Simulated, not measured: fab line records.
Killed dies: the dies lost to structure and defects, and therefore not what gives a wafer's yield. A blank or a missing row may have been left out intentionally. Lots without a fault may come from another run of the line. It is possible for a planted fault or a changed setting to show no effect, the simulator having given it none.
Shared-tool check + flow nand_harc + Lots sampled 14, wafers sampled 48

== REASON FOR OPENING ==
On 2 of the 14 lots, a flag is raised at NHARC_A_ONON_D2_THK_MEAS_08 on the reading thk_nm. No-fault wafers: 1001 nm, standard deviation 11.
Rule: a lot gets a flag if all its wafers with a number sit over 4 standard deviations from that mean, or if no wafer of it has a number. As for the other lots, they are considered sound.

| lot  | measured     | on            | thk_nm (nm), wafer by wafer | flag    |
|------|--------------|---------------|-----------------------------|---------|
| L276 | day 12 07:40 | film_metro-01 | 1001 1000 1001              |         |
| L277 | day 13 12:04 | film_metro-02 | 997 996 995                 |         |
| L278 | day 13 19:31 | film_metro-01 | 994 995 997                 |         |
| L280 | day 14 09:30 | film_metro-02 | 1000 1002 1002              |         |
| L279 | day 14 09:40 | film_metro-01 | 1026 1026 1028              |         |
| L281 | day 15 03:14 | film_metro-02 | 1007 1006 1006              |         |
| L282 | day 15 03:16 | film_metro-02 | 1015 1011 1012              |         |
| L284 | day 15 17:07 | film_metro-02 | 1002 1000 1001              |         |
| L290 | day 18 10:17 | film_metro-01 | 1006 1007 1005              |         |
| L292 | day 19 15:37 | film_metro-01 | 567 567 566 567 566 564     | FLAGGED |
| L295 | day 20 19:26 | film_metro-01 | 597 597 597 597 595 596     | FLAGGED |
| L296 | day 20 19:27 | film_metro-02 | 987 987 986                 |         |
| L298 | day 21 15:30 | film_metro-01 | 1013 1014 1014              |         |
| L297 | day 21 15:31 | film_metro-02 | 982 980 981                 |         |
Average over the flagged lots: 581 nm; offset from the usual -420 nm, equal to -38 standard deviations.

== LOT BY LOT: THE TOOL USED ==
The record holds 3 process steps before the reading, out of a route of 1302 steps. Each cell gives the tool, then ch followed by the chambers the sampled wafers passed through, then the start.
| lot  | flag    | NHARC_A_CHANNEL_FILL_D1_ETCHBACK_08           | NHARC_A_DECK1_JOINT_DEP_16      | NHARC_A_ONON_D2_DEP_06           |
|------|---------|-----------------------------------------------|---------------------------------|----------------------------------|
| L276 |         | rie_diel-09 ch 0,2,3, day 12 05:39 or earlier | pecvd-01 ch 0,1,2, day 12 05:39 | pecvd_onon-04 ch 0, day 12 07:10 |
| L277 |         | rie_diel-13 ch 0,3, day 13 10:06 or earlier   | pecvd-02 ch 0,2, day 13 10:06   | pecvd_onon-01 ch 0, day 13 11:37 |
| L278 |         | rie_diel-13 ch 1,2,3, day 13 17:31 or earlier | pecvd-04 ch 0,2, day 13 17:31   | pecvd_onon-03 ch 0, day 13 19:04 |
| L280 |         | rie_diel-09 ch 0,1,2, day 14 07:28 or earlier | pecvd-04 ch 1,2, day 14 07:28   | pecvd_onon-03 ch 0, day 14 09:02 |
| L279 |         | rie_diel-09 ch 0,1,3, day 14 07:38 or earlier | pecvd-04 ch 1,2, day 14 07:38   | pecvd_onon-01 ch 0, day 14 09:17 |
| L281 |         | rie_diel-13 ch 0,2, day 15 01:14 or earlier   | pecvd-04 ch 0,2, day 15 01:14   | pecvd_onon-01 ch 0, day 15 02:43 |
| L282 |         | rie_diel-09 ch 0,1, day 15 01:14 or earlier   | pecvd-01 ch 0,2, day 15 01:14   | pecvd_onon-04 ch 0, day 15 02:45 |
| L284 |         | rie_diel-13 ch 2,3, day 15 15:04 or earlier   | pecvd-02 ch 0,1,2, day 15 15:04 | pecvd_onon-04 ch 0, day 15 16:35 |
| L290 |         | rie_diel-12 ch 0,1,3, day 18 08:16 or earlier | pecvd-01 ch 0,1,2, day 18 08:16 | pecvd_onon-01 ch 0, day 18 09:46 |
| L292 | FLAGGED | rie_diel-12 ch 1,3, day 19 13:40 or earlier   | pecvd-01 ch 0,2, day 19 13:40   | pecvd_onon-04 ch 0, day 19 15:10 |
| L295 | FLAGGED | rie_diel-12 ch 0,2,3, day 20 17:25 or earlier | pecvd-02 ch 1,2, day 20 17:25   | pecvd_onon-04 ch 0, day 20 18:56 |
| L296 |         | rie_diel-13 ch 0,1,3, day 20 17:25 or earlier | pecvd-04 ch 0,2, day 20 17:25   | pecvd_onon-03 ch 0, day 20 19:00 |
| L298 |         | rie_diel-09 ch 1,2,3, day 21 13:32 or earlier | pecvd-02 ch 0,1, day 21 13:32   | pecvd_onon-03 ch 0, day 21 15:07 |
| L297 |         | rie_diel-13 ch 0,1,2, day 21 13:31 or earlier | pecvd-04 ch 0,2, day 21 13:31   | pecvd_onon-01 ch 0, day 21 15:01 |
These steps, and what they do:
- NHARC_A_CHANNEL_FILL_D1_ETCHBACK_08: etches the open film in C4F8, target depth 220 nm, time 110 s.
- NHARC_A_DECK1_JOINT_DEP_16: deposits SiO2, target thk 45 nm.
- NHARC_A_ONON_D2_DEP_06: target thk 1000 nm.
- NHARC_A_ONON_D2_THK_MEAS_08: measures by ellipsometry.

== FLAGGED AGAINST TOTAL, ONE TOOL AT A TIME (gauges that did the reading follow at the end) ==
| step                                | tool          | lots run | flagged | share of the flagged lots | sound lots run after its first flagged lot |
|-------------------------------------|---------------|----------|---------|---------------------------|--------------------------------------------|
| NHARC_A_CHANNEL_FILL_D1_ETCHBACK_08 | rie_diel-09   | 5        | 0       | none                      | -                                          |
| NHARC_A_CHANNEL_FILL_D1_ETCHBACK_08 | rie_diel-12   | 3        | 2       | all                       | 0                                          |
| NHARC_A_CHANNEL_FILL_D1_ETCHBACK_08 | rie_diel-13   | 6        | 0       | none                      | -                                          |
| NHARC_A_DECK1_JOINT_DEP_16          | pecvd-01      | 4        | 1       | some                      | 0                                          |
| NHARC_A_DECK1_JOINT_DEP_16          | pecvd-02      | 4        | 1       | some                      | 1 (L298)                                   |
| NHARC_A_DECK1_JOINT_DEP_16          | pecvd-04      | 6        | 0       | none                      | -                                          |
| NHARC_A_ONON_D2_DEP_06              | pecvd_onon-01 | 5        | 0       | none                      | -                                          |
| NHARC_A_ONON_D2_DEP_06              | pecvd_onon-03 | 4        | 0       | none                      | -                                          |
| NHARC_A_ONON_D2_DEP_06              | pecvd_onon-04 | 5        | 2       | all                       | 0                                          |
| NHARC_A_ONON_D2_THK_MEAS_08         | film_metro-01 | 7        | 2       | all                       | 1 (L298)                                   |
| NHARC_A_ONON_D2_THK_MEAS_08         | film_metro-02 | 7        | 0       | none                      | -                                          |
With no start given for some of its lots, NHARC_A_CHANNEL_FILL_D1_ETCHBACK_08 uses the hours and lot order of NHARC_A_DECK1_JOINT_DEP_16.

== WHAT THE TABLE PERMITS ==
In the table, 3 rows ran each flagged lot (rie_diel-12 at NHARC_A_CHANNEL_FILL_D1_ETCHBACK_08; pecvd_onon-04 at NHARC_A_ONON_D2_DEP_06; film_metro-01 at NHARC_A_ONON_D2_THK_MEAS_08).
- rie_diel-12 at NHARC_A_CHANNEL_FILL_D1_ETCHBACK_08: 2 of its 3 lots flagged. Last sound lot L290 at day 18 08:16, first flagged lot L292 at day 19 13:40; a fault beginning in between fits.
- pecvd_onon-04 at NHARC_A_ONON_D2_DEP_06: 2 of its 5 lots flagged. Last sound lot L284 at day 15 16:35, first flagged lot L292 at day 19 15:10; a fault beginning in between fits.
- film_metro-01 at NHARC_A_ONON_D2_THK_MEAS_08: 2 of its 7 lots flagged. Sound lots followed the first flagged one (L298) on it, something a lasting fault affecting the whole tool could not allow.
Because each of these 2 tools fits a fault that began at some hour, counting lots does not separate them. More lots, or a look at what each step does to the wafer, might.

== WHAT HAD BEEN PUT IN BY THE SIMULATOR ==
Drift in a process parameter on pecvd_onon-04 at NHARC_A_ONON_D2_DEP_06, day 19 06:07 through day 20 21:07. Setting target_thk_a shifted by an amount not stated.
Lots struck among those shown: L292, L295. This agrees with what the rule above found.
